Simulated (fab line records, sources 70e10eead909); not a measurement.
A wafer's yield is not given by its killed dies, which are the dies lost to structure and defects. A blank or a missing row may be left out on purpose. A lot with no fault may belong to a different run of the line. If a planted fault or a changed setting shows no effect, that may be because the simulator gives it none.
Chamber matching ; flow nand_harc ; rie_diel-01 running NHARC_A_STAIRCASE_TRIM_229: 4 sister chambers
The step chemistry O2, time 211.2 s. 4 wafers are shown with their chamber, then 7 later ones without.

== WAFERS WITH THEIR CHAMBER ==
wafer;chamber;drypump_motor_current_A (A)
L495.2;3;4.9
L500.1;1;6.8
L505.2;0;5.5
L505.3;2;5.7

== WAFERS WITHOUT THEIR CHAMBER ==
wafer;drypump_motor_current_A (A)
L505.5;6.7
L512.1;6.7
L512.2;5.5
L512.4;5.7
L516.3;4.9
L516.5;5.7
L516.6;6.7

== CHAMBER TAKEN BY EACH ==
wafer;from the rows above;in truth
L505.5;1;1
L512.1;1;1
L512.2;0;0
L512.4;2;2
L516.3;3;3
L516.5;2;2
L516.6;1;1
Correctly placed: 7 of 7. From these rows, 0 cannot be placed. Placed wrongly: 0.
How it was worked out, from the rows above alone: a wafer's distance from a chamber is the root of the sum, over the readings, of the square of ((its reading less the chamber's mean) divided by the reading's scatter). The wafer belongs to the nearest chamber; if the next one is less than 2 further off, it can't be placed. A chamber's mean is the mean of its shown wafers. The scatter (one wafer shown for each chamber): square how far every hidden wafer sits from the nearest shown wafer, average those squares and take the square root.
